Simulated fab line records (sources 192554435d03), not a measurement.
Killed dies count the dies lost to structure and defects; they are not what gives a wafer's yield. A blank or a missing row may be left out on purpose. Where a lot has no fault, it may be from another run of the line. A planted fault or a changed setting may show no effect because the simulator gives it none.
fab line records | flow n5-finfet
[record] lots = 7 wafers = 21
route steps=1938 shown WELL_APT@21 FIN_SAQP@130 DUMMY_GATE@224 SD_EPI_N@268 SD_EPI_P@321 SD_ACTIVATION@331 HKMG_FIN@450
start-h: hours from the record's opening day to when the first of the lot's shown wafers began | wait-h: hours since the lot's step before | " the same as in the row above | L1.1+2: a single row standing in for several wafers | - value missing, or start not given | * or withheld: withheld | < > ~ a bound
route shown NAME@n: a module of which the file shows steps, and the number in the route of the first | usual: average and standard deviation across the fault-free wafers | same: alike in all rows | chamber/n: place in a boat | sites: the reading at each site | _std_site: the values' standard deviation | _edge_site: mean of outer sites minus mean of inner sites | radius-mm: for every site, how far away it sits from the centre of the wafer | mask NAME#n: copy n | behind: the most recent tool/chamber to have shaped the wafer | hold: cause of the lot's hold/its duration in hours/its outcome | device: the n, p or np transistor that did not switch | end of line: the tests these same wafers got at the end of their route | where a step has no rows: the recipe by itself | killed: at the first sort, the dies lost to defects and structure; wafer yield is something else | map: dies across one wafer; x = killed, . = not, _ = none there
set.NAME: the setting as run; set.NAME@STEP: as run at that earlier step | model.NAME: the simulator's own value behind a step, which no gauge read
lots with deliberately changed settings; one table per step, one row per wafer
[[steps]]
[step N5_WELL_APT_COAT_02]
[recipe] spin-rpm = 1357 resist-thk-nm = 950
// columns lot.wafer tool chamber start-h wait-h set.spin-rpm model.coat_of_WELL_APT_COAT_02.thk-nm
L081.1 litho-track-05 0 - - 1357 946.9
L081.2 " 0 " " 1357 950.4
L081.3 " 0 " " 1357 952
L083.2 litho-track-05 0 - - 1357 948.3
L083.3 " 0 " " 1357 952.2
L083.4 " 0 " " 1357 950.9
L087.1 litho-track-01 0 - - 1357 955.4
L087.2 " 0 " " 1357 955.5
L087.4 " 0 " " 1357 952.6
L091.1 litho-track-01 0 - - 1357 953
L091.2 " 0 " " 1357 952.7
L091.5 " 0 " " 1357 953.8
L093.2 litho-track-05 0 - - 1357 950
L093.3 " 0 " " 1208 1008
L093.4 " 0 " " 1357 951
L094.1 litho-track-05 0 - - 1434 926.9
L094.2 " 0 " " 1357 949.2
L094.4 " 0 " " 1357 948.4
L096.1 litho-track-02 0 - - 1296 976.5
L096.2 " 0 " " 1357 952.5
L096.3 " 0 " " 1357 953.1
[step N5_WELL_APT_EXPOSE_05]
[recipe] mask-id = NWELL na = 0.8 source-shape = conventional sigma-outer = 0.8 polarization = unpolarized defocus-nm = 0 target-cd-nm = 200 dose-mj = 20.3
// columns lot.wafer tool chamber start-h wait-h mask set.dose-mj
L081.1+3 krf-scanner-02 0 55.38 - NWELL#0 20.3
L081.2 " 0 " " NWELL#0 21.45
L083.2+3 krf-scanner-02 0 67.61 - NWELL#0 19.43
L083.4 " 0 " " NWELL#0 20.3
L087.1+2+4 krf-scanner-01 0 91.63 - NWELL#0 20.3
L091.1+2+5 krf-scanner-02 0 115.63 - NWELL#0 20.3
L093.2+3+4 krf-scanner-02 0 127.71 - NWELL#0 20.3
L094.1+4 krf-scanner-02 0 133.40 - NWELL#0 20.89
L094.2 " 0 " " NWELL#0 20.3
L096.1+3 krf-scanner-01 0 145.39 - NWELL#0 20.3
L096.2 " 0 " " NWELL#0 21.58
[step N5_WELL_APT_PEB_06]
[recipe] peb-temp-c = 130 peb-time-s = 90
[step N5_WELL_APT_DEVELOP_07]
[recipe] develop-time-s = 45 rinse-liquid = surfactant-rinse dry = air-spin dev-temp-c = 21
[step N5_WELL_APT_HARDBAKE_12]
[recipe] temp-c = 130 time-s = 120
[step N5_WELL_APT_CD_MEAS_08]
[recipe] target-cd-nm = 200 landing-energy-ev = 500 detector = se-inlens
[usual] cd-nm = 200.1/1.6
// columns lot.wafer tool chamber start-h wait-h set.dose-mj@WELL_APT_EXPOSE_05 cd-nm
L081.1 cd-sem-02 0 55.56 - 20.3 200.4
L081.2 " 0 " " 21.45 207.3
L081.3 " 0 " " 20.3 201.4
L083.2 cd-sem-01 0 67.77 - 19.43 197.3
L083.3 " 0 " " 19.43 194.7
L083.4 " 0 " " 20.3 201.3
L087.1 cd-sem-01 0 91.81 - 20.3 199.6
L087.2 " 0 " " 20.3 197.3
L087.4 " 0 " " 20.3 197.8
L091.1 cd-sem-02 0 115.81 - 20.3 198.5
L091.2 " 0 " " 20.3 198.2
L091.5 " 0 " " 20.3 201.6
L093.2 cd-sem-02 0 127.88 - 20.3 201.2
L093.3 " 0 " " 20.3 198.3
L093.4 " 0 " " 20.3 200.1
L094.1 cd-sem-01 0 133.57 - 20.89 204.9
L094.2 " 0 " " 20.3 199.9
L094.4 " 0 " " 20.89 205.0
L096.1 cd-sem-03 0 145.56 - 20.3 201.8
L096.2 " 0 " " 21.58 210.5
L096.3 " 0 " " 20.3 200.2
[step N5_WELL_APT_DESCUM_13]
[recipe] chemistry = O2 time-s = 7.9 source-power-w = 50 bias-power-w = 20 pressure-mtorr = 20 rf-frequency-hz = 2.712e+07 temp-c = 40 o2-flow-sccm = 225
// columns lot.wafer tool chamber start-h wait-h set.dose-mj@WELL_APT_EXPOSE_05 model.WELL_APT.cd-nm
L081.1 rie-diel-02 3 55.68 0.1 20.3 200.3
L081.2 " 2 " " 21.45 207.5
L081.3 " 0 " " 20.3 201.5
L083.2 rie-diel-03 3 67.86 0.0 19.43 197.5
L083.3 " 0 " " 19.43 194.6
L083.4 " 1 " " 20.3 201.5
L087.1 rie-diel-02 2 91.89 0.0 20.3 200
L087.2 " 0 " " 20.3 197.2
L087.4 " 1 " " 20.3 197.7
L091.1+2 rie-diel-06 2,1 115.89 0.0 20.3 198.4
L091.5 " 0 " " 20.3 201.7
L093.2 rie-diel-03 2 127.96 0.0 20.3 201.3
L093.3 " 3 " " 20.3 198.5
L093.4 " 1 " " 20.3 200.2
L094.1 rie-diel-03 1 133.72 0.1 20.89 205.2
L094.2 " 0 " " 20.3 200.1
L094.4 " 3 " " 20.89 205.4
L096.1 rie-diel-02 3 145.65 0.0 20.3 201.7
L096.2 " 1 " " 21.58 210.4
L096.3 " 2 " " 20.3 200.5
[step N5_FIN_SAQP_ETCH_65]
[recipe] chemistry = CF4 target = SiO2 target-depth-a = 40 ion-energy-ev = 350 time-s = 4.4 pressure-mtorr = 10 icp-w = 800 bias-w = 400 cf4-flow-sccm = 80
// columns lot.wafer tool chamber start-h wait-h set.time-s model.etch.depth-nm
L081.1 rie-si-06 0 66.41 0.1 4.4 4.047
L081.2 " 1 " " 4.4 4.043
L081.3 " 3 " " 4.4 3.924
L083.2 rie-si-04 3 77.89 0.1 4.4 3.928
L083.3 " 0 " " 4.4 3.823
L083.4 " 2 " " 4.4 3.791
L087.1 rie-si-05 3 106.13 0.1 4.4 3.978
L087.2 " 2 " " 4.665 4.133
L087.4 " 1 " " 4.665 4.336
L091.1 rie-si-06 0 126.03 0.1 4.4 4.071
L091.2 " 1 " " 4.4 4.054
L091.5 " 1 " " 4.4 4.037
L093.2 rie-si-04 1 138.83 0.1 4.4 4.153
L093.3 " 0 " " 3.872 3.394
L093.4 " 3 " " 4.4 3.969
L094.1 rie-si-04 1 143.61 0.1 4.4 4.128
L094.2 " 2 " " 4.4 3.793
L094.4 " 3 " " 4.4 3.913
L096.1 rie-si-04 0 155.71 0.1 4.4 3.876
L096.2 " 2 " " 4.4 3.865
L096.3 " 3 " " 4.819 4.328
[step N5_FIN_SAQP_COAT_68]
[recipe] resist = SOC temp-c = 250 time-s = 60 spin-rpm = 1500 resist-thk-nm = 100
// columns lot.wafer tool chamber start-h wait-h set.spin-rpm model.SOC_of_FIN_SAQP_COAT_68.thk-nm
L081.1+2 litho-track-05 0 66.91 0.3 1500 100.4
L081.3 " 0 " " 1500 100.2
L083.2+3 litho-track-01 0 78.39 0.3 1500 100.2
L083.4 " 0 " " 1374 105.2
L087.1 litho-track-04 0 106.63 0.3 1500 99.6
L087.2 " 0 " " 1500 100
L087.4 " 0 " " 1548 98.2
L091.1+2+5 litho-track-04 0 126.53 0.3 1500 99.8
L093.2 litho-track-04 0 139.33 0.3 1500 99.6
L093.3+4 " 0 " " 1500 100
L094.1+4 litho-track-04 0 144.10 0.3 1500 99.8
L094.2 " 0 " " 1500 100
L096.1 litho-track-05 0 156.21 0.3 1500 100
L096.2 " 0 " " 1668 94.8
L096.3 " 0 " " 1668 94.6
[step N5_DUMMY_GATE_COAT_28]
[recipe] resist = underlayer temp-c = 205 time-s = 60 spin-rpm = 1500 resist-thk-nm = 10
// columns lot.wafer tool chamber start-h wait-h set.spin-rpm model.underlayer_of_DUMMY_GATE_COAT_28.thk-nm
L081.1 litho-track-04 0 - - 1426 10.2
L081.2+3 " 0 " " 1500 10
L083.2+3 litho-track-05 0 - - 1500 10
L083.4 " 0 " " 1442 10.2
L087.1+2 litho-track-04 0 - - 1625 9.6
L087.4 " 0 " " 1500 10
L091.1+2+5 litho-track-05 0 - - 1500 10
L093.2 litho-track-05 0 - - 1500 10
L093.3+4 " 0 " " 1365 10.4
L094.1+4 litho-track-05 0 - - 1500 10
L094.2 " 0 " " 1364 10.4
L096.1+2+3 litho-track-04 0 - - 1500 10
[step N5_DUMMY_GATE_DESCUM_20]
[recipe] chemistry = O2 time-s = 6.2 source-power-w = 50 bias-power-w = 20 pressure-mtorr = 20 rf-frequency-hz = 2.712e+07 temp-c = 40 resist = CAR-EUV o2-flow-sccm = 225
// columns lot.wafer tool chamber start-h wait-h set.time-s model.CAR-EUV_of_DUMMY_GATE_COAT_09.thk-nm
L081.1 rie-diel-01 0 88.44 0.0 5.525 26.6
L081.2+3 " 3,1 " " 6.2 26.4
L083.2+3+4 rie-diel-05 2,3,1 99.29 0.0 7.335 26
L087.1+2+4 rie-diel-01 1,2,3 128.61 0.0 6.2 26.6
L091.1+2+5 rie-diel-05 3,1,1 146.98 0.0 6.2 26.4
L093.2+3 rie-diel-05 1,3 161.14 0.0 6.2 26.4
L093.4 " 2 " " 5.802 26.6
L094.1 rie-diel-05 2 164.88 0.1 5.031 27.2
L094.2 " 1 " " 6.2 26.6
L094.4 " 0 " " 6.2 26.8
L096.1 rie-diel-01 1 176.98 0.0 7.56 25.8
L096.2 " 2 " " 7.56 26
L096.3 " 3 " " 6.2 26.6
[step N5_SD_EPI_N_PEB_07]
[recipe] peb-temp-c = 110 peb-time-s = 60 resist = CAR-ArF-block
// columns lot.wafer tool chamber start-h wait-h set.peb-time-s
L081.1+3 litho-track-02 0 90.54 0.1 60
L081.2 " 0 " " 66.27
L083.2 litho-track-02 0 102.52 0.0 60
L083.3+4 " 0 " " 73.1
L087.1+2+4 litho-track-05 0 130.98 0.1 60
L091.1+2+5 litho-track-02 0 149.40 0.1 60
L093.2+3 litho-track-05 0 163.35 0.0 51.71
L093.4 " 0 " " 60
L094.1+2+4 litho-track-01 0 166.86 0.1 60
L096.1+3 litho-track-05 0 179.08 0.1 60
L096.2 " 0 " " 69.29
[step N5_SD_EPI_N_DEVELOP_08]
[recipe] develop-time-s = 30 developer = TMAH resist = CAR-ArF-block dev-temp-c = 23 rinse-liquid = diw dry = air-spin
[step N5_SD_EPI_N_CD_MEAS_09]
[recipe] target-cd-nm = 120 landing-energy-ev = 500 detector = se-inlens
[usual] cd-nm = 119.6/0.69
// columns lot.wafer tool chamber start-h wait-h set.peb-time-s@SD_EPI_N_PEB_07 cd-nm
L081.1 cd-sem-01 0 90.61 - 60 119.7
L081.2 " 0 " " 66.27 122.6
L081.3 " 0 " " 60 118.1
L083.2 cd-sem-01 0 102.58 - 60 119.0
L083.3 " 0 " " 73.1 126.6
L083.4 " 0 " " 73.1 126.4
L087.1 cd-sem-03 0 131.05 - 60 119.7
L087.2 " 0 " " 60 119.7
L087.4 " 0 " " 60 119.7
L091.1 cd-sem-02 0 149.47 - 60 120.0
L091.2 " 0 " " 60 119.2
L091.5 " 0 " " 60 119.9
L093.2 cd-sem-03 0 163.42 - 51.71 113.9
L093.3 " 0 " " 51.71 114.0
L093.4 " 0 " " 60 120.1
L094.1 cd-sem-01 0 166.93 - 60 120.7
L094.2 " 0 " " 60 120.8
L094.4 " 0 " " 60 119.9
L096.1 cd-sem-02 0 179.15 - 60 118.8
L096.2 " 0 " " 69.29 124.0
L096.3 " 0 " " 60 120.5
[step N5_SD_EPI_N_DESCUM_14]
[recipe] chemistry = O2 time-s = 7.9 source-power-w = 50 bias-power-w = 20 pressure-mtorr = 20 rf-frequency-hz = 2.712e+07 temp-c = 40 resist = CAR-ArF-block o2-flow-sccm = 225
// columns lot.wafer tool chamber start-h wait-h set.peb-time-s@SD_EPI_N_PEB_07 model.SD_EPI_N.cd-nm
L081.1 rie-diel-02 2 90.69 0.0 60 119.4
L081.2 " 0 " " 66.27 122.6
L081.3 " 3 " " 60 118.2
L083.2 rie-diel-03 1 102.67 0.0 60 119.4
L083.3 " 3 " " 73.1 126.6
L083.4 " 2 " " 73.1 126.4
L087.1 rie-diel-02 2 131.14 0.0 60 120
L087.2+4 " 1,0 " " 60 119.6
L091.1 rie-diel-06 1 150.10 0.6 60 120.4
L091.2 " 2 " " 60 119.4
L091.5 " 2 " " 60 120
L093.2 rie-diel-03 1 163.51 0.0 51.71 114
L093.3 " 3 " " 51.71 113.8
L093.4 " 0 " " 60 120.2
L094.1 rie-diel-02 0 167.01 0.0 60 120.6
L094.2 " 3 " " 60 120.8
L094.4 " 1 " " 60 119.8
L096.1 rie-diel-03 3 179.26 0.1 60 119.2
L096.2 " 2 " " 69.29 124.4
L096.3 " 1 " " 60 120.4
[step N5_SD_EPI_N_ETCH_34]
[recipe] chemistry = CF4 target = SiARC target-depth-a = 455 mask-material = CAR-ArF-block time-s = 75.8 ion-energy-ev = 80 pressure-mtorr = 40 source-w = 545 bias-w = 36 Ar_flow_sccm = 100 cf4-flow-sccm = 100 ends = cleared
// columns lot.wafer tool chamber start-h wait-h set.peb-time-s@SD_EPI_N_PEB_07 model.SD_EPI_N.cd-nm
L081.1 rie-diel-02 2 90.73 0.0 60 119.4
L081.2 " 0 " " 66.27 122.4
L081.3 " 3 " " 60 118.4
L083.2 rie-diel-03 1 102.71 0.0 60 119.4
L083.3 " 3 " " 73.1 126.6
L083.4 " 2 " " 73.1 126.2
L087.1 rie-diel-02 2 131.18 0.0 60 119.8
L087.2 " 1 " " 60 119.6
L087.4 " 0 " " 60 119.2
L091.1 rie-diel-06 1 150.13 0.0 60 120.6
L091.2 " 2 " " 60 119.4
L091.5 " 2 " " 60 119.8
L093.2 rie-diel-03 1 163.54 0.0 51.71 114.2
L093.3 " 3 " " 51.71 114
L093.4 " 0 " " 60 120
L094.1 rie-diel-02 0 167.05 0.0 60 120.4
L094.2 " 3 " " 60 121
L094.4 " 1 " " 60 119.8
L096.1 rie-diel-03 3 179.30 0.0 60 119
L096.2 " 2 " " 69.29 124.2
L096.3 " 1 " " 60 120.4
[step N5_SD_EPI_N_ETCH_35]
[recipe] chemistry = N2/H2 target = SOC overetch-a = 1080 mask-material = SiARC temp-c = 40 ion-energy-ev = 100 source-w = 3000 bias-w = 133 pressure-mtorr = 20 time-s = 486 n2-flow-sccm = 200 h2-flow-sccm = 200
// columns lot.wafer tool chamber start-h wait-h set.peb-time-s@SD_EPI_N_PEB_07 model.SD_EPI_N.cd-nm
L081.1 rie-diel-02 2 90.79 0.0 60 122.2
L081.2 " 0 " " 66.27 123.4
L081.3 " 3 " " 60 120.6
L083.2 rie-diel-03 1 102.76 0.0 60 119.8
L083.3 " 3 " " 73.1 125.8
L083.4 " 2 " " 73.1 125.2
L087.1 rie-diel-02 2 131.23 0.0 60 120.8
L087.2 " 1 " " 60 118.2
L087.4 " 0 " " 60 119.6
L091.1 rie-diel-06 1 150.19 0.0 60 118
L091.2+5 " 2 " " 60 119
L093.2 rie-diel-03 1 163.60 0.0 51.71 116
L093.3 " 3 " " 51.71 114.8
L093.4 " 0 " " 60 120.4
L094.1 rie-diel-02 0 167.10 0.0 60 120.4
L094.2 " 3 " " 60 121.8
L094.4 " 1 " " 60 119.8
L096.1 rie-diel-03 3 179.35 0.0 60 120
L096.2 " 2 " " 69.29 124.4
L096.3 " 1 " " 60 121.4
[step N5_SD_EPI_P_EPI_21]
[recipe] material = SiGe:B dopant = B temp-c = 550 pressure-torr = 20 ambient = H2 time-s = 355
// columns lot.wafer tool chamber start-h wait-h set.temp-c model.SiGe-B_of_SD_EPI_P_EPI_21.thk-nm
L081.1 epi-rpcvd-03 0 96.86 0.1 550 59.8
L081.2 " 0 " " 551 61.8
L081.3 " 0 " " 550 59.4
L083.2 epi-rpcvd-04 0 108.83 0.5 546.3 57.2
L083.3 " 0 " " 546.3 56
L083.4 " 0 " " 550 61.4
L087.1 epi-rpcvd-04 0 136.89 0.1 553.1 66.4
L087.2 " 0 " " 550 62
L087.4 " 0 " " 550 62.2
L091.1 epi-rpcvd-04 0 155.77 0.1 550 61.6
L091.2 " 0 " " 550 60.8
L091.5 " 0 157.21 1.5 550 62
L093.2 epi-rpcvd-02 0 169.52 0.5 547.1 56.4
L093.3 " 0 " " 550 61.6
L093.4 " 0 " " 547.1 58
L094.1 epi-rpcvd-04 0 172.89 0.1 550 60.6
L094.2 " 0 " " 553.9 66
L094.4 " 0 " " 550 60.2
L096.1 epi-rpcvd-04 0 186.79 0.1 550 61.6
L096.2 " 0 " " 550 62.2
L096.3 " 0 " " 546.3 57.8
[step N5_SD_EPI_P_EPI_MEAS_23]
[recipe] mode = xrd
[usual] thk-nm = 61.1/1.2
// columns lot.wafer tool chamber start-h wait-h set.temp-c@SD_EPI_P_EPI_21 thk-nm
L081.1 film-metro-01 - 99.06 1.8 550 59.0
L081.2 " - " " 551 62.3
L081.3 " - " " 550 59.0
L083.2 film-metro-01 - 110.67 1.5 546.3 57.2
L083.3 " - " " 546.3 56.3
L083.4 " - " " 550 60.8
L087.1 film-metro-02 - 139.08 1.8 553.1 64.9
L087.2 " - " " 550 60.8
L087.4 " - " " 550 60.5
L091.1 film-metro-01 - 157.96 1.8 550 63.0
L091.2 " - " " 550 61.8
L091.5 " - " " 550 62.5
L093.2 film-metro-01 - 171.38 1.5 547.1 56.3
L093.3 " - " " 550 61.7
L093.4 " - " " 547.1 58.0
L094.1 film-metro-01 - 175.09 1.8 550 61.2
L094.2 " - " " 553.9 66.2
L094.4 " - " " 550 61.7
L096.1 film-metro-02 - 188.99 1.8 550 62.3
L096.2 " - " " 550 62.3
L096.3 " - " " 546.3 58.2
[step N5_SD_EPI_P_HM_STRIP_48]
[recipe] chemistry = H3PO4 temp-c = 160 material = SiNx target = SiNx target-depth-a = 30 overetch-fraction = 0.3
[step N5_SD_EPI_P_SRD_49]
[recipe] dry = ipa-marangoni time-s = 30 temp-c = 23 rinse-liquid = diw
[step N5_SD_EPI_P_PRECLEAN_24]
[recipe] chemistry = O3/DIW time-s = 45 temp-c = 22 o3-ppm = 10
// columns lot.wafer tool chamber start-h wait-h set.temp-c@SD_EPI_P_EPI_21 model.SiGe-B_of_SD_EPI_P_EPI_21.thk-nm
L081.1 wet-bench-02 0 99.16 0.0 550 59.4
L081.2 " 5 " " 551 61.4
L081.3 " 3 " " 550 59
L083.2 wet-bench-02 7 110.78 0.0 546.3 56.8
L083.3 " 5 " " 546.3 55.6
L083.4 " 3 " " 550 61
L087.1 wet-bench-04 3 139.19 0.0 553.1 66
L087.2 " 4 " " 550 61.6
L087.4 " 5 " " 550 61.8
L091.1 wet-bench-04 0 158.07 0.0 550 61.2
L091.2 " 2 " " 550 60.2
L091.5 " 5 " " 550 61.4
L093.2 wet-bench-03 5 171.48 0.0 547.1 56
L093.3 " 2 " " 550 61.2
L093.4 " 7 " " 547.1 57.6
L094.1 wet-bench-04 4 175.20 0.0 550 60.2
L094.2 " 5 " " 553.9 65.4
L094.4 " 3 " " 550 59.8
L096.1 wet-bench-03 5 189.09 0.0 550 61.2
L096.2 " 3 " " 550 61.8
L096.3 " 4 " " 546.3 57.4
[step N5_SD_ACTIVATION_LSA_01]
[recipe] temp-c = 1080 time-s = 0.0008 ambient = N2
[usual] wafer_temp_C_max = 1086.1/1.7
// columns lot.wafer tool chamber start-h wait-h set.temp-c wafer_temp_C_max
L081.1 laser-anneal-02 0 99.46 0.2 1069 1075.8
L081.2 " 0 " " 1080 1084.5
L081.3 " 0 " " 1080 1085.0
L083.2 laser-anneal-02 0 111.10 0.2 1080 1085.5
L083.3 " 0 " " 1080 1085.4
L083.4 " 0 " " 1080 1085.2
L087.1 laser-anneal-01 0 139.48 0.2 1080 1085.7
L087.2 " 0 " " 1065 1070.1
L087.4 " 0 " " 1080 1084.6
L091.1 laser-anneal-01 0 158.38 0.2 1080 1087.0
L091.2 " 0 " " 1080 1084.9
L091.5 " 0 " " 1080 1087.6
L093.2 laser-anneal-01 0 172.02 0.2 1080 1088.1
L093.3 " 0 " " 1080 1087.0
L093.4 " 0 " " 1080 1085.0
L094.1 laser-anneal-02 0 175.49 0.2 1080 1085.6
L094.2 " 0 " " 1065 1069.4
L094.4 " 0 " " 1065 1070.2
L096.1 laser-anneal-02 0 189.39 0.2 1070 1074.8
L096.2 " 0 " " 1070 1074.1
L096.3 " 0 " " 1080 1086.1
[step N5_HKMG_FIN_COAT_66]
[recipe] resist = SOC temp-c = 250 time-s = 60 spin-rpm = 1500 resist-thk-nm = 300
// columns lot.wafer tool chamber start-h wait-h set.spin-rpm model.SOC_of_HKMG_FIN_COAT_66.thk-nm
L081.1 litho-track-03 0 119.36 0.2 1397 311.4
L081.2 " 0 " " 1500 299.6
L081.3 " 0 " " 1397 310.6
L083.2 litho-track-02 0 129.72 0.2 1436 304.8
L083.3 " 0 " " 1436 305
L083.4 " 0 " " 1500 298.2
L087.1 litho-track-03 0 158.04 0.2 1447 306.4
L087.2 " 0 " " 1447 306.6
L087.4 " 0 " " 1500 301.4
L091.1 litho-track-03 0 178.36 0.2 1500 301
L091.2 " 0 " " 1500 300
L091.5 " 0 " " 1500 300.4
L093.2 litho-track-02 0 191.73 0.2 1500 300
L093.3 " 0 " " 1396 312.2
L093.4 " 0 " " 1396 311.4
L094.1 litho-track-01 0 195.33 0.2 1589 291.4
L094.2 " 0 " " 1589 290.6
L094.4 " 0 " " 1500 298.6
L096.1 litho-track-03 0 209.17 0.2 1500 301.2
L096.2 " 0 " " 1500 300.8
L096.3 " 0 " " 1381 313.6
[[key]]
[split] step = N5_WELL_APT_COAT_02 setting = spin-rpm stated = 1357 by = wafer
[response] step = N5_WELL_APT_COAT_02 reading = model.coat_of_WELL_APT_COAT_02.thk-nm change = -4.97 per = 1% r = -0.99
[split] step = N5_WELL_APT_EXPOSE_05 setting = dose-mj stated = 20.3 by = wafer
[response] step = N5_WELL_APT_CD_MEAS_08 reading = cd-nm change = +1.36 per = 1% r = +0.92
[response] step = N5_WELL_APT_DESCUM_13 reading = model.WELL_APT.cd-nm change = +1.37 per = 1% r = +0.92
[split] step = N5_FIN_SAQP_ETCH_65 setting = time-s stated = 4.4 by = wafer
[response] step = N5_FIN_SAQP_ETCH_65 reading = model.etch.depth-nm change = +0.0513 per = 1% r = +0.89
[split] step = N5_FIN_SAQP_COAT_68 setting = spin-rpm stated = 1500 by = wafer
[response] step = N5_FIN_SAQP_COAT_68 reading = model.SOC_of_FIN_SAQP_COAT_68.thk-nm change = -0.516 per = 1% r = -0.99
[split] step = N5_DUMMY_GATE_COAT_28 setting = spin-rpm stated = 1500 by = wafer
[response] step = N5_DUMMY_GATE_COAT_28 reading = model.underlayer_of_DUMMY_GATE_COAT_28.thk-nm change = -0.0453 per = 1% r = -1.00
[split] step = N5_DUMMY_GATE_DESCUM_20 setting = time-s stated = 6.2 by = wafer
[response] step = N5_DUMMY_GATE_DESCUM_20 reading = model.CAR-EUV_of_DUMMY_GATE_COAT_09.thk-nm change = -0.0283 per = 1% r = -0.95
[split] step = N5_SD_EPI_N_PEB_07 setting = peb-time-s stated = 60 by = wafer
[response] step = N5_SD_EPI_N_CD_MEAS_09 reading = cd-nm change = +0.349 per = 1% r = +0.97
[response] step = N5_SD_EPI_N_DESCUM_14 reading = model.SD_EPI_N.cd-nm change = +0.347 per = 1% r = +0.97
[response] step = N5_SD_EPI_N_ETCH_34 reading = model.SD_EPI_N.cd-nm change = +0.335 per = 1% r = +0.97
[response] step = N5_SD_EPI_N_ETCH_35 reading = model.SD_EPI_N.cd-nm change = +0.267 per = 1% r = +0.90
[split] step = N5_SD_EPI_P_EPI_21 setting = temp-c stated = 550 by = wafer
[response] step = N5_SD_EPI_P_EPI_21 reading = model.SiGe-B_of_SD_EPI_P_EPI_21.thk-nm change = +7.41 per = 1% r = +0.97
[response] step = N5_SD_EPI_P_EPI_MEAS_23 reading = thk-nm change = * per = 1% r = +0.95
[response] step = N5_SD_EPI_P_PRECLEAN_24 reading = model.SiGe-B_of_SD_EPI_P_EPI_21.thk-nm change = +7.35 per = 1% r = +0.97
[split] step = N5_SD_ACTIVATION_LSA_01 setting = temp-c stated = 1080 by = wafer
[response] step = N5_SD_ACTIVATION_LSA_01 reading = wafer_temp_C_max change = * per = 1% r = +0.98
[split] step = N5_HKMG_FIN_COAT_66 setting = spin-rpm stated = 1500 by = wafer
[response] step = N5_HKMG_FIN_COAT_66 reading = model.SOC_of_HKMG_FIN_COAT_66.thk-nm change = -1.57 per = 1% r = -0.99
